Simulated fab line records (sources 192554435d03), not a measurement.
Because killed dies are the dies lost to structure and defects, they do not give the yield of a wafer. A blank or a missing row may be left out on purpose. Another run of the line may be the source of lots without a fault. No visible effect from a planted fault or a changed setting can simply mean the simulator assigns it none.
fab line records | flow n5_finfet
record: lots: 7 wafers: 21 last_day: 16
route steps=1938 shown BEOL_M5@1129 PASSIVATION@1936
lots that met no fault: from a run of the same line without faults
start_h: hours from the record's opening day to when the first of the lot's shown wafers began | wait_h: time in hours since the lot's previous step | " as in the row above | L1.1+2: several wafers, shown together as one row | - no value, or no start was given | * or withheld: withheld | < > ~ a bound
route shown NAME@n: a module of which the file shows steps, and the number in the route of the first | usual: mean and standard deviation over wafers with no fault | same: alike in all rows | chamber/n: place in a boat | sites: per-site readings | _std_site: the standard deviation of these | _edge_site: mean of outer sites minus mean of inner sites | radius_mm: how far each site lies from the wafer's centre | mask NAME#n: copy n | behind: the last tool/chamber to shape the wafer | hold: why the lot went on hold/how many hours it stayed there/how the hold came to an end | device: whichever transistor did not switch (one of n, p or np) | end of line: tests run on the same wafers once the route is complete | step lacking rows: just its recipe | killed: not the wafer's yield, but the dies lost to structure and defects at the first sort | map: dies across one wafer; x = killed, . = not, _ = none there
set.NAME: the run value of the setting; set.NAME@STEP: its run value at that earlier step | model.NAME: the simulator's own value behind a step, which no gauge read
lots at some steps of the route; a table a step, a row a wafer
services: the hour from which a tool's chamber was out of use, counted from the record's first day as start_h (under 0 if before that day), plus the number of hours and why
== steps ==
step: N5_BEOL_M5_DESCUM_16
recipe: chemistry: O2 time_s: 7 source_power_w: 50 bias_power_w: 20 pressure_mtorr: 20 rf_frequency_hz: 2.712e+07 temp_c: 40 resist: CAR-EUV o2_flow_sccm: 225
step: N5_BEOL_M5_ETCH_72
recipe: chemistry: N2/H2 target: underlayer target_depth_a: 65 mask_material: CAR-EUV time_s: 5.2 ion_energy_ev: 200 pressure_mtorr: 30 source_w: 840 bias_w: 150 n2_flow_sccm: 200 h2_flow_sccm: 200 ends: cleared
usual: chamber_pressure_mTorr: 30.00/0.044 drypump_motor_current_A: 5.8/0.37 etch_rf_on_time_s: 5.21/0.12 oes_product_au: 0.68/0.055 rf_vpp_V: 524.6/3 showerhead_plenum_p_Torr: 2.56/0.095 throttle_valve_pct: 17.77/0.25
columns lot.wafer tool chamber start_h wait_h chamber_pressure_mTorr drypump_motor_current_A etch_rf_on_time_s oes_product_au rf_hours_counter_h rf_vpp_V showerhead_plenum_p_Torr throttle_valve_pct
L950.1 rie_diel-02 3 190.56 0.0 30.05 5.8 5.15 0.70 76 526.4 2.68 17.26
L950.4 " 1 " " 30.01 5.6 5.29 0.75 48 528.4 2.71 17.74
L950.5 " 3 " " 30.00 5.8 5.13 0.71 - 527.0 2.68 17.28
L954.1 rie_diel-02 1 201.28 0.0 29.97 5.6 5.21 0.74 52 526.4 2.71 17.71
L954.5 " 3 " " 30.11 5.9 5.05 0.71 - 528.9 2.68 17.27
L954.6 " 0 " " 29.98 5.1 5.00 0.64 - 526.8 2.65 18.06
L962.2 rie_diel-04 2 258.77 0.0 29.98 5.4 5.10 0.69 117 521.4 2.44 17.98
L962.4 " 0 " " 30.00 5.6 5.31 0.74 36 521.1 2.49 17.49
L962.6 " 2 " " 29.99 5.4 5.16 0.68 - 521.1 2.44 18.00
L963.1 rie_diel-04 2 263.46 0.0 30.00 5.4 5.14 0.68 118 523.9 2.44 17.99
L963.2 " 0 " " 29.92 5.6 5.34 0.74 38 521.9 2.48 17.52
L963.5 " 0 " " 30.06 5.7 5.33 0.75 - 522.8 2.48 17.54
L964.2 rie_diel-06 1 269.34 0.0 30.02 6.2 5.11 0.72 77 521.9 2.49 17.61
L964.4 " 1 " " 30.01 6.2 5.07 0.72 - 522.2 2.48 17.61
L964.6 " 2 " " 29.94 6.0 5.23 0.67 - 526.0 2.65 17.57
L965.3 rie_diel-06 2 283.66 0.0 29.96 6.0 5.31 0.67 113 528.9 2.65 17.55
L965.4 " 1 " " 30.04 6.2 5.13 0.70 - 520.5 2.48 17.62
L965.5 " 2 " " 30.09 6.0 5.30 0.69 - 529.0 2.65 17.54
L968.1 rie_diel-02 0 298.35 0.0 30.04 5.1 5.02 0.62 195 527.3 2.64 18.10
L968.4 " 3 " " 30.06 5.8 5.11 0.69 99 529.5 2.67 17.32
L968.6 " 0 " " 30.08 5.1 5.04 0.62 - 528.0 2.63 18.11
step: N5_BEOL_M5_ETCH_61
recipe: chemistry: CF4 target: SiARC target_depth_a: 156 mask_material: CAR-EUV time_s: 26 ion_energy_ev: 80 pressure_mtorr: 40 source_w: 545 bias_w: 36 Ar_flow_sccm: 100 cf4_flow_sccm: 100 ends: cleared
usual: chamber_pressure_mTorr: 40.00/0.035 drypump_motor_current_A: 5.8/0.37 etch_rf_on_time_s: 26.0/0.58 oes_product_au: 0.68/0.056 rf_vpp_V: 184.2/1.2 showerhead_plenum_p_Torr: 2.16/0.081 throttle_valve_pct: 15.54/0.24
columns lot.wafer tool chamber start_h wait_h chamber_pressure_mTorr drypump_motor_current_A etch_rf_on_time_s oes_product_au rf_hours_counter_h rf_vpp_V showerhead_plenum_p_Torr throttle_valve_pct
L950.1 rie_diel-02 3 190.58 0.0 40.05 5.9 25.2 0.72 76 185.7 2.27 15.24
L950.4 " 1 " " 40.00 5.6 26.1 0.76 48 184.6 2.26 15.26
L950.5 " 3 " " 40.00 5.8 25.3 0.71 - 186.0 2.27 15.21
L954.1 rie_diel-02 1 201.30 0.0 39.95 5.6 26.0 0.75 52 185.0 2.26 15.28
L954.5 " 3 " " 40.10 5.8 25.9 0.71 - 185.2 2.27 15.22
L954.6 " 0 " " 39.98 5.1 25.4 0.64 - 184.8 2.24 15.89
L962.2 rie_diel-04 2 258.79 0.0 40.00 5.3 25.7 0.68 117 182.7 2.06 15.69
L962.4 " 0 " " 39.96 5.7 26.5 0.75 36 183.7 2.08 15.25
L962.6 " 2 " " 40.00 5.3 25.7 0.69 - 182.2 2.06 15.72
L963.1 rie_diel-04 2 263.48 0.0 39.98 5.3 25.6 0.68 118 182.8 2.06 15.69
L963.2 " 0 " " 40.02 5.6 26.1 0.75 38 183.8 2.08 15.25
L963.5 " 0 " " 40.04 5.6 26.4 0.74 - 181.6 2.08 15.26
L964.2 rie_diel-06 1 269.35 0.0 40.02 6.2 25.6 0.71 77 184.1 2.08 15.31
L964.4 " 1 " " 40.00 6.2 25.7 0.71 - 183.2 2.08 15.30
L964.6 " 2 " " 40.05 6.0 26.7 0.68 - 184.3 2.24 15.43
L965.3 rie_diel-06 2 283.67 0.0 39.94 6.0 26.7 0.67 113 184.9 2.24 15.44
L965.4 " 1 " " 40.02 6.2 25.5 0.71 - 184.0 2.08 15.34
L965.5 " 2 " " 40.01 6.0 26.6 0.67 - 184.9 2.24 15.44
L968.1 rie_diel-02 0 298.37 0.0 40.00 5.1 25.8 0.61 195 184.3 2.23 15.96
L968.4 " 3 " " 40.01 5.9 25.6 0.69 99 185.8 2.27 15.26
L968.6 " 0 " " 39.95 5.1 25.5 0.62 - 183.3 2.23 15.94
step: N5_BEOL_M5_ETCH_62
recipe: chemistry: N2/H2 target: SOC target_depth_a: 750 overetch_a: 150 mask_material: SiARC temp_c: 40 time_s: 112.5 ion_energy_ev: 200 pressure_mtorr: 30 source_w: 840 bias_w: 150 n2_flow_sccm: 200 h2_flow_sccm: 200
usual: chamber_pressure_mTorr: 29.998/0.028 drypump_motor_current_A: 5.8/0.37 oes_product_au: 0.63/0.048 rf_vpp_V: 524.4/2.8 showerhead_plenum_p_Torr: 2.56/0.095 throttle_valve_pct: 17.73/0.25
columns lot.wafer tool chamber start_h wait_h chamber_pressure_mTorr drypump_motor_current_A oes_product_au rf_hours_counter_h rf_vpp_V showerhead_plenum_p_Torr throttle_valve_pct
L950.1 rie_diel-02 3 190.61 0.0 30.020 5.9 0.65 76 528.7 2.68 17.24
L950.4 " 1 " " 30.011 5.6 0.69 48 527.5 2.71 17.68
L950.5 " 3 " " 29.987 5.9 0.65 - 528.8 2.68 17.23
L954.1 rie_diel-02 1 201.32 0.0 29.975 5.6 0.69 52 528.8 2.71 17.68
L954.5 " 3 " " 29.959 5.9 0.65 - 527.9 2.67 17.23
L954.6 " 0 " " 30.012 5.1 0.58 - 525.4 2.65 18.01
L962.2 rie_diel-04 2 258.81 0.0 30.013 5.4 0.63 117 522.5 2.44 17.94
L962.4 " 0 " " 30.019 5.7 0.69 36 521.4 2.48 17.49
L962.6 " 2 " " 29.986 5.4 0.63 - 519.5 2.44 17.95
L963.1 rie_diel-04 2 263.51 0.0 30.056 5.4 0.63 118 521.3 2.44 17.96
L963.2 " 0 " " 29.972 5.6 0.70 38 522.2 2.48 17.49
L963.5 " 0 " " 30.051 5.7 0.70 - 523.3 2.48 17.49
L964.2 rie_diel-06 1 269.38 0.0 30.004 6.2 0.65 77 523.4 2.49 17.56
L964.4 " 1 " " 30.009 6.2 0.65 - 521.4 2.48 17.58
L964.6 " 2 " " 29.996 6.0 0.64 - 527.7 2.65 17.51
L965.3 rie_diel-06 2 283.70 0.0 30.002 6.0 0.62 113 527.4 2.65 17.54
L965.4 " 1 " " 29.996 6.2 0.65 - 522.4 2.48 17.60
L965.5 " 2 " " 29.983 6.0 0.63 - 527.2 2.65 17.52
L968.1 rie_diel-02 0 298.40 0.0 29.992 5.1 0.57 195 527.0 2.63 18.06
L968.4 " 3 " " 30.013 5.9 0.63 99 527.5 2.67 17.28
L968.6 " 0 " " 30.020 5.1 0.57 - 526.1 2.63 18.05
step: N5_BEOL_M5_STRIP_63
recipe: chemistry: N2/H2 temp_c: 40 n2_flow_sccm: 200 h2_flow_sccm: 200 rf_frequency_hz: 6e+07
step: N5_BEOL_M5_STRIP_73
recipe: chemistry: N2/H2 temp_c: 40 n2_flow_sccm: 200 h2_flow_sccm: 200 rf_frequency_hz: 6e+07
step: N5_BEOL_M5_STRIP_64
recipe: chemistry: CF4 resist: SiARC power_w: 300 bias_power_w: 75 pressure_mtorr: 50 cf4_flow_sccm: 150 rf_frequency_hz: 6e+07
usual: chamber_pressure_mTorr: 50.00/0.044 drypump_motor_current_A: 5.8/0.37 oes_product_au: 0.79/0.061 rf_vpp_V: 271.5/1.5 showerhead_plenum_p_Torr: 1.81/0.066 throttle_valve_pct: 13.52/0.24
columns lot.wafer tool chamber start_h wait_h chamber_pressure_mTorr drypump_motor_current_A oes_product_au rf_hours_counter_h rf_vpp_V showerhead_plenum_p_Torr throttle_valve_pct
L950.1 rie_diel-02 3 190.73 0.0 50.05 5.9 0.82 76 272.8 1.91 13.20
L950.4 " 1 " " 50.00 5.6 0.88 48 273.3 1.90 13.25
L950.5 " 3 " " 50.08 5.8 0.82 - 274.6 1.91 13.20
L954.1 rie_diel-02 1 201.45 0.0 50.00 5.6 0.87 52 272.1 1.90 13.23
L954.5 " 3 " " 50.00 5.8 0.81 - 274.0 1.90 13.22
L954.6 " 0 " " 50.00 5.1 0.74 - 273.9 1.87 13.82
L962.2 rie_diel-04 2 258.94 0.0 50.00 5.4 0.79 117 269.6 1.73 13.68
L962.4 " 0 " " 50.01 5.7 0.86 36 271.6 1.75 13.26
L962.6 " 2 " " 49.98 5.4 0.79 - 270.3 1.73 13.69
L963.1 rie_diel-04 2 263.63 0.0 50.04 5.3 0.78 118 270.8 1.73 13.68
L963.2 " 0 " " 49.98 5.7 0.87 38 271.3 1.75 13.26
L963.5 " 0 " " 50.08 5.6 0.87 - 270.6 1.75 13.25
L964.2 rie_diel-06 1 269.51 0.0 49.95 6.2 0.82 77 270.7 1.74 13.28
L964.4 " 1 " " 50.05 6.2 0.81 - 269.6 1.74 13.29
L964.6 " 2 " " 49.94 6.0 0.79 - 272.9 1.88 13.41
L965.3 rie_diel-06 2 283.83 0.0 50.00 6.0 0.78 114 272.8 1.88 13.43
L965.4 " 1 " " 49.98 6.2 0.81 - 269.9 1.74 13.30
L965.5 " 2 " " 49.94 6.0 0.79 - 273.2 1.88 13.42
L968.1 rie_diel-02 0 298.52 0.0 49.99 5.1 0.71 195 271.5 1.86 13.89
L968.4 " 3 " " 49.99 5.9 0.79 100 272.7 1.90 13.24
L968.6 " 0 " " 49.97 5.1 0.72 - 270.3 1.86 13.89
step: N5_BEOL_M5_HM_OPEN_17
recipe: chemistry: Cl2/BCl3 target_depth_a: 200 overetch_a: 60 target: TiN mask_material: SOC ion_energy_ev: 150 pressure_mtorr: 10 icp_w: 1000 bias_w: 126 Cl2_flow_sccm: 53.25 bcl3_flow_sccm: 21.75 Ar_flow_sccm: 25
step: N5_BEOL_M5_STRIP_19
recipe: chemistry: O2 power_w: 400 temp_c: 40 pressure_mtorr: 30 rf_frequency_hz: 6e+07 bias_power_w: 0 overash_fraction: 0.2 o2_flow_sccm: 225
usual: chamber_pressure_mTorr: 30.000/0.028 drypump_motor_current_A: 5.8/0.41 o2_flow_sccm: 225.0/0.68 oes_product_au: 0.79/0.058 rf_vpp_V: 3.6/0.5 showerhead_plenum_p_Torr: 2.13/0.09 throttle_valve_pct: 16.70/0.26
columns lot.wafer tool chamber start_h wait_h chamber_pressure_mTorr drypump_motor_current_A o2_flow_sccm oes_product_au rf_hours_counter_h rf_vpp_V showerhead_plenum_p_Torr throttle_valve_pct
L950.1 rie_diel-04 3 190.88 0.1 29.982 6.0 226.1 0.90 27 3.2 2.14 16.70
L950.4 " 0 " " 30.030 5.6 226.3 0.92 17 3.1 2.07 16.40
L950.5 " 3 " " 30.016 6.0 225.3 0.89 - 4.1 2.14 16.69
L954.1 rie_diel-02 0 201.60 0.1 29.965 5.1 223.9 0.76 163 3.9 2.20 17.01
L954.5 " 0 " " 30.013 5.1 225.0 0.75 - 3.0 2.20 17.01
L954.6 " 1 " " 30.025 5.6 225.1 0.88 - 2.9 2.25 16.49
L962.2 rie_diel-02 0 259.09 0.1 29.999 5.1 224.5 0.74 182 4.0 2.20 17.04
L962.4 " 0 " " 30.013 5.1 225.2 0.74 - 3.2 2.20 17.05
L962.6 " 2 " " 29.995 6.5 225.2 0.77 - 3.2 2.03 17.06
L963.1 rie_diel-06 2 263.78 0.1 30.018 6.0 225.6 0.80 105 4.5 2.22 16.61
L963.2 " 3 " " 30.018 5.6 225.4 0.73 187 3.5 2.17 16.69
L963.5 " 3 " " 29.990 5.6 225.6 0.73 - 3.6 2.17 16.69
L964.2 rie_diel-06 2 269.66 0.1 29.990 6.0 225.1 0.79 107 3.3 2.22 16.62
L964.4 " 1 " " 30.003 6.2 225.2 0.82 - 4.2 2.04 16.36
L964.6 " 2 " " 29.981 6.0 225.9 0.80 - 3.8 2.22 16.61
L965.3 rie_diel-04 1 283.98 0.1 29.925 5.6 224.7 0.68 240 3.8 2.05 16.71
L965.4 " 3 " " 29.965 6.0 225.6 0.83 56 3.8 2.13 16.74
L965.5 " 2 " " 29.973 5.3 225.5 0.77 - 3.2 2.01 16.78
L968.1 rie_diel-06 1 298.75 0.1 29.982 6.2 224.5 0.81 88 3.7 2.03 16.39
L968.4 " 0 " " 30.007 5.6 225.0 0.70 230 4.3 2.01 16.98
L968.6 " 3 " " 29.995 5.6 223.7 0.71 - 2.5 2.17 16.72
step: N5_BEOL_M5_CD_MEAS_18
recipe: pitch_nm: 56 target_cd_nm: 28
usual: cd_nm: 28.09/0.3
columns lot.wafer tool chamber start_h wait_h cd_nm
L950.1 cd_sem-02 - 190.95 0.0 27.58
L950.4 " - " " 28.00
L950.5 " - " " 28.31
L954.1 cd_sem-01 - 201.67 0.0 28.16
L954.5 " - " " 27.77
L954.6 " - " " 28.06
L962.2 cd_sem-03 - 259.16 0.1 28.04
L962.4 " - " " 28.20
L962.6 " - " " 27.77
L963.1 cd_sem-03 - 263.85 0.0 28.09
L963.2 " - " " 28.49
L963.5 " - " " 28.03
L964.2 cd_sem-01 - 269.73 0.1 28.34
L964.4 " - " " 28.04
L964.6 " - " " 28.11
L965.3 cd_sem-01 - 284.05 0.1 28.10
L965.4 " - " " 28.63
L965.5 " - " " 28.31
L968.1 cd_sem-01 - 298.82 0.0 28.30
L968.4 " - " " 28.30
L968.6 " - " " 28.77
step: N5_BEOL_M5_COAT_65
recipe: resist: SOC temp_c: 250 time_s: 60 spin_rpm: 1500 resist_thk_nm: 60
step: N5_BEOL_M5_COAT_66
recipe: resist: SiARC temp_c: 220 time_s: 60 spin_rpm: 1500 resist_thk_nm: 12
step: N5_BEOL_M5_COAT_74
recipe: resist: underlayer temp_c: 205 time_s: 60 spin_rpm: 1500 resist_thk_nm: 5
usual: heater_power_total_W: 391.9/1.3 plate_temp_C: 204.99/0.16
columns lot.wafer tool chamber start_h wait_h heater_power_total_W plate_temp_C
L950.1 litho_track-02 0 191.00 - 394.0 204.89
L950.4 " 0 " " 393.0 205.04
L950.5 " 0 " " 390.3 204.95
L954.1 litho_track-05 0 204.11 - 392.4 204.76
L954.5 " 0 " " 393.9 204.97
L954.6 " 0 " " 392.9 204.94
L962.2 litho_track-02 0 259.85 - 423.7 217.77
L962.4 " 0 " " 421.9 217.67
L962.6 " 0 " " 423.9 217.78
L963.1 litho_track-02 0 265.31 - 423.8 217.53
L963.2 " 0 " " 419.4 217.67
L963.5 " 0 " " 423.2 217.50
L964.2 litho_track-02 0 269.93 - 424.1 217.40
L964.4 " 0 " " 422.8 217.26
L964.6 " 0 " " 424.7 217.46
L965.3 litho_track-05 0 285.65 - 393.0 204.97
L965.4 " 0 " " 389.7 204.97
L965.5 " 0 " " 391.3 204.92
L968.1 litho_track-03 0 298.88 - 393.7 204.96
L968.4 " 0 " " 391.2 204.95
L968.6 " 0 " " 391.6 204.86
step: N5_BEOL_M5_COAT_22
recipe: resist: CAR-EUV spin_rpm: 1500 resist_thk_nm: 30
step: N5_PASSIVATION_PROBE_49
usual: defect_limited_yield: 91.5/1.4 killed_at_M0_to_M3: 32/9.7 killed_at_M4_up: 14/5.3 killed_at_contacts: 11/6 killed_at_front_end: 39/14 killed_at_other: 3.3/2.7 killed_dies: 100/17 killed_open: 66/13 killed_short: 32/7.4 sort_bin_5_function: 4.9/0.9 sort_bin_6_memory: 3.2/0.72 sort_n_pass: 1080/17 sort_yield_pct: 91.5/1.4
same: gross_dies: 1180 killed_at_back_side: 0 sort_bin_4_leakage[%]: 0 sort_bin_8_speed[%]: 0
columns lot.wafer tool chamber start_h wait_h defect_limited_yield[%] killed_at_M0_to_M3 killed_at_M4_up killed_at_contacts killed_at_front_end killed_at_other killed_dies killed_open killed_short sort_bin_5_function[%] sort_bin_6_memory[%] sort_n_pass sort_yield_pct[%]
L950.1 prober-02 - 283.71 0.3 93.5 19 19 10 23 6 77 48 27 3.5 2.7 1103 93.5
L950.4 prober-02 - 283.86 0.5 91.9 32 11 8 39 6 96 62 32 3.3 4.4 1084 91.9
L950.5 prober-02 - 283.91 0.5 92.0 19 8 8 49 10 94 60 33 4.5 3.0 1086 92.0
L962.2 prober-02 - 355.61 0.1 91.7 32 10 20 36 0 98 66 31 5.1 3.1 1082 91.7
L962.4 prober-02 - 355.71 0.2 91.3 30 8 13 49 3 103 64 39 4.1 4.4 1077 91.3
L962.6 prober-02 - 355.81 0.3 92.3 28 9 15 37 2 91 68 21 5.0 2.4 1089 92.3
L963.1 prober-02 - 367.85 0.0 94.4 28 3 5 29 1 66 44 20 3.1 2.4 1114 94.4
L963.2 prober-02 - 367.90 0.1 88.3 39 9 28 56 6 138 96 36 6.8 4.0 1042 88.3
L963.5 prober-02 - 368.05 0.2 93.2 19 7 14 32 8 80 62 17 4.4 2.3 1100 93.2
L965.3 prober-01 - 382.48 0.1 92.6 27 10 13 35 2 87 63 24 4.2 2.8 1093 92.6
L965.4 prober-01 - 382.53 0.2 91.3 29 6 9 52 7 103 72 31 4.4 4.2 1077 91.3
L965.5 prober-01 - 382.58 0.2 87.5 35 9 15 84 4 147 107 40 6.5 5.6 1033 87.5
L968.1 prober-02 - 392.28 0.0 89.1 57 10 11 49 2 129 85 38 5.7 4.8 1051 89.1
L968.4 prober-02 - 392.43 0.2 87.7 46 18 9 71 1 145 86 58 7.0 5.0 1035 87.7
L968.6 prober-02 - 392.53 0.3 88.1 51 12 3 71 3 140 84 52 6.0 5.2 1040 88.1
killed by level:class
L950.1 BEOL_M4:geometric_particle:open=10 MOL_CONTACT_COAG:geometric_particle:open=7 STI_FIN_REVEAL:geometric_particle:open=6 BEOL_M0_SAQP:geometric_particle:short=6 BEOL_M3:geometric_particle:open=5 FIN_SAQP:geometric_particle:open=3 MOL_CONTACT_COAG:geometric_particle:short=3 STARTING-WAFER:geometric_particle:short=3
L950.4 FIN_SAQP:geometric_particle:open=8 MOL_CONTACT_COAG:geometric_particle:open=7 BEOL_M0_SAQP:geometric_particle:open=7 BEOL_M1:geometric_particle:open=7 BEOL_M3:geometric_particle:open=7 FIN_SAQP:geometric_particle:short=6 BEOL_M0_SAQP:geometric_particle:short=5 STARTING-WAFER:geometric_particle:open=5
L950.5 STI_FIN_REVEAL:geometric_particle:open=19 MOL_CONTACT_COAG:geometric_particle:open=8 BEOL_M3:geometric_particle:open=6 FIN_SAQP:geometric_particle:open=5 STI_FIN_REVEAL:geometric_particle:short=5 BEOL_M1:geometric_particle:open=5 FIN_SAQP:geometric_particle:short=4 BEOL_M1:geometric_particle:short=4
L962.2 MOL_CONTACT_COAG:geometric_particle:open=16 BEOL_M0_SAQP:geometric_particle:open=10 STI_FIN_REVEAL:geometric_particle:open=9 BEOL_M2:geometric_particle:open=9 BEOL_M0_SAQP:geometric_particle:short=7 STARTING-WAFER:geometric_particle:short=6 BEOL_M4:geometric_particle:open=6 FIN_SAQP:geometric_particle:short=4
L962.4 STI_FIN_REVEAL:geometric_particle:open=23 BEOL_M0_SAQP:geometric_particle:open=11 BEOL_M0_SAQP:geometric_particle:short=11 STI_FIN_REVEAL:geometric_particle:short=9 MOL_CONTACT_COAG:geometric_particle:open=8 MOL_CONTACT_COAG:geometric_particle:short=5 BEOL_M3:geometric_particle:open=4 FIN_SAQP:geometric_particle:open=3
L962.6 STI_FIN_REVEAL:geometric_particle:open=14 MOL_CONTACT_COAG:geometric_particle:open=14 BEOL_M0_SAQP:geometric_particle:open=11 FIN_SAQP:geometric_particle:open=6 BEOL_M0_SAQP:geometric_particle:short=6 BEOL_M4:geometric_particle:open=6 FIN_SAQP:geometric_particle:short=4 BEOL_M2:geometric_particle:open=4
L963.1 BEOL_M2:geometric_particle:open=9 GATE_CUT:geometric_particle:open=5 MOL_CONTACT_COAG:geometric_particle:open=5 BEOL_M0_SAQP:geometric_particle:short=5 BEOL_M3:geometric_particle:open=5 FIN_SAQP:geometric_particle:short=4 GATE_CUT:geometric_particle:short=4 FIN_SAQP:geometric_particle:open=3
L963.2 MOL_CONTACT_COAG:geometric_particle:open=24 FIN_SAQP:geometric_particle:open=17 STI_FIN_REVEAL:geometric_particle:open=10 BEOL_M3:geometric_particle:open=9 BEOL_M0_SAQP:geometric_particle:short=7 BEOL_M0_SAQP:geometric_particle:open=6 BEOL_M2:geometric_particle:open=6 HKMG_FIN:area_etch=6
L963.5 MOL_CONTACT_COAG:geometric_particle:open=13 DUMMY_GATE:geometric_particle:open=9 FIN_SAQP:geometric_particle:open=6 BEOL_M0:geometric_particle:open=6 STI_FIN_REVEAL:geometric_particle:open=5 PASS1_DEP:geometric_particle:open=5 BEOL_M4:geometric_particle:open=3 BEOL_M2:geometric_particle:open=3
L965.3 FIN_SAQP:geometric_particle:open=12 MOL_CONTACT_COAG:geometric_particle:open=12 STI_FIN_REVEAL:geometric_particle:open=7 BEOL_M0_SAQP:geometric_particle:open=6 BEOL_M0_SAQP:geometric_particle:short=6 BEOL_M2:geometric_particle:open=6 DUMMY_GATE:geometric_particle:open=5 FIN_SAQP:geometric_particle:short=4
L965.4 STI_FIN_REVEAL:geometric_particle:open=14 ILD0:geometric_particle:open=9 MOL_CONTACT_COAG:geometric_particle:open=8 BEOL_M0_SAQP:geometric_particle:open=8 BEOL_M3:geometric_particle:open=8 FIN_SAQP:geometric_particle:short=6 FIN_SAQP:geometric_particle:open=6 GATE_CUT:geometric_particle:short=4
L965.5 FIN_SAQP:geometric_particle:open=25 STI_FIN_REVEAL:geometric_particle:open=20 MOL_CONTACT_COAG:geometric_particle:open=13 BEOL_M2:geometric_particle:open=10 FIN_SAQP:geometric_particle:short=7 ILD0:geometric_particle:short=6 ILD0:geometric_particle:open=6 GATE_CUT:geometric_particle:short=6
L968.1 FIN_SAQP:geometric_particle:open=20 BEOL_M0_SAQP:geometric_particle:open=17 BEOL_M0_SAQP:geometric_particle:short=16 BEOL_M3:geometric_particle:open=14 MOL_CONTACT_COAG:geometric_particle:open=8 FIN_SAQP:geometric_particle:short=6 STI_FIN_REVEAL:geometric_particle:open=4 STARTING-WAFER:geometric_particle:open=4
L968.4 FIN_SAQP:geometric_particle:open=27 FIN_SAQP:geometric_particle:short=16 BEOL_M0_SAQP:geometric_particle:short=14 BEOL_M0_SAQP:geometric_particle:open=12 GATE_CUT:geometric_particle:short=9 STI_FIN_REVEAL:geometric_particle:open=7 BEOL_M2:geometric_particle:open=7 MOL_CONTACT_COAG:geometric_particle:open=6
L968.6 FIN_SAQP:geometric_particle:open=18 BEOL_M0_SAQP:geometric_particle:short=17 BEOL_M0_SAQP:geometric_particle:open=13 FIN_SAQP:geometric_particle:short=11 STI_FIN_REVEAL:geometric_particle:open=11 BEOL_M1:geometric_particle:open=8 DUMMY_GATE:geometric_particle:open=5 ILD0:geometric_particle:open=5
== services ==
columns tool chamber start_h hours kind
rie_diel-06 1 181.26 7.0 repair
rie_diel-06 2 187.71 4.6 repair
litho_track-02 - 188.75 - consumable_replace:filter
rie_diel-02 3 240.22 32.8 repair
rie_diel-04 1 279.44 3.4 repair
litho_track-05 - 285.30 - consumable_replace:filter
rie_diel-04 2 293.66 8.2 repair
== key ==
first_sign: step: N5_BEOL_M5_COAT_74 reading: plate_temp_C direction: up sigmas: 78 usual: * struck: *
effect: step: N5_BEOL_M5_COAT_74 reading: heater_power_total_W direction: up sigmas: 23 usual: * struck: *
met_at N5_BEOL_M5_COAT_74
struck_wafers L962.2,L962.4,L962.6,L963.1,L963.2,L963.5,L964.2,L964.4,L964.6
onset_between 191.00 259.85
fault: kind: process_parameter_drift tool: litho_track-02 chamber: - onset_h: 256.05 steps: N5_BEOL_M5_COAT_74 channel: temp_c offset: * shape: step end_h: 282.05 acts_in: * stated: *
